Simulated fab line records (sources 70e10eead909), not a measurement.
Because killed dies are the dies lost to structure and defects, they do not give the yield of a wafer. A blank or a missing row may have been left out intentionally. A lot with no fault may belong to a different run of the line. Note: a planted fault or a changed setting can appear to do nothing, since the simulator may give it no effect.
The tool behind it: which one?    flow nand harc    18 wafers from 6 lots sampled at 4 of the route's 1159 steps

## WHAT THE GAUGES READ, wafer by wafer
NHARC_P_CONTACT_CD_MEAS_12: the cd target is 90 nm.
lot   measured      on         cd nm (nm)
L653  day 6 06:57   cd sem-02  89.6 90.1 89.6
L655  day 7 02:58   cd sem-02  90.5 89.4 89.2
L659  day 8 03:43   cd sem-02  89.4 89.5 89.8
L661  day 8 19:37   cd sem-02  90.3 90.3 90.1
L664  day 9 09:10   cd sem-02  88.9 89.2 88.2
L670  day 10 15:13  cd sem-02  108.0 108.1 109.3

## EACH LOT AND THE TOOL THAT RAN IT (in order: tool; ch and the chambers of the sampled wafers; start)
lot   NHARC_P_CONTACT_DEP_00                      NHARC_P_CONTACT_CMP_01         NHARC_P_CONTACT_PEB_10
L653  pecvd-01 ch 0,2, day 6 06:14 or earlier     cmp-02 ch 0,3, day 6 06:14     litho track-04 ch 0, day 6 06:52
L655  pecvd-02 ch 1,2, day 7 02:16 or earlier     cmp-02 ch 0,3, day 7 02:16     litho track-01 ch 0, day 7 02:53
L659  pecvd-04 ch 0,1, day 8 02:52 or earlier     cmp-03 ch 1,2,3, day 8 02:52   litho track-04 ch 0, day 8 03:38
L661  pecvd-01 ch 0,1,2, day 8 18:47 or earlier   cmp-04 ch 1,2,3, day 8 18:47   litho track-06 ch 0, day 8 19:32
L664  pecvd-01 ch 0,1,2, day 9 08:23 or earlier   cmp-03 ch 0,3, day 9 08:23     litho track-01 ch 0, day 9 09:05
L670  pecvd-01 ch 0,1,2, day 10 14:28 or earlier  cmp-03 ch 0,1,3, day 10 14:28  litho track-01 ch 0, day 10 15:08
- NHARC_P_CONTACT_DEP_00: deposits SiO2, target thk 500 nm.
- NHARC_P_CONTACT_CMP_01: polishes SiO2, target thk 200 nm.
- NHARC_P_CONTACT_PEB_10: peb time 65 s.

## THE ANSWER, worked out from the rows above alone
Rule: the usual values come from the lots themselves. Put in order of their means at a reading, lots are off if they are a third of the lots or fewer, leave a main group of 4 or more, and stand apart from it by a gap of 3 or more times the standard deviation of the main group's means; of several such gaps the widest counts. A main group is skipped when, at the precision printed for the reading in the tables above, its means are all equal. Also off: a lot with no number at a reading for which 4 or more lots have one. The other lots that the step has rows for count as sound.
Off, at NHARC_P_CONTACT_CD_MEAS_12 on cd nm: L670. Main group: mean 89.6 nm, sd 0.48.
If a tool, at a process step before that reading, ran all the lots that are off and no sound lot after the first of them, it fits. The gauges at NHARC_P_CONTACT_CD_MEAS_12 are tried like those tools. NHARC_P_CONTACT_DEP_00 gives no start for some lots, so the hours and the order of its lots are those of NHARC_P_CONTACT_CMP_01. Can't be told from this: 4 tools fit, pecvd-01 at NHARC_P_CONTACT_DEP_00, cmp-03 at NHARC_P_CONTACT_CMP_01, litho track-01 at NHARC_P_CONTACT_PEB_10, cd sem-02 at NHARC_P_CONTACT_CD_MEAS_12.

## WHAT THE SIMULATOR HAD INSERTED
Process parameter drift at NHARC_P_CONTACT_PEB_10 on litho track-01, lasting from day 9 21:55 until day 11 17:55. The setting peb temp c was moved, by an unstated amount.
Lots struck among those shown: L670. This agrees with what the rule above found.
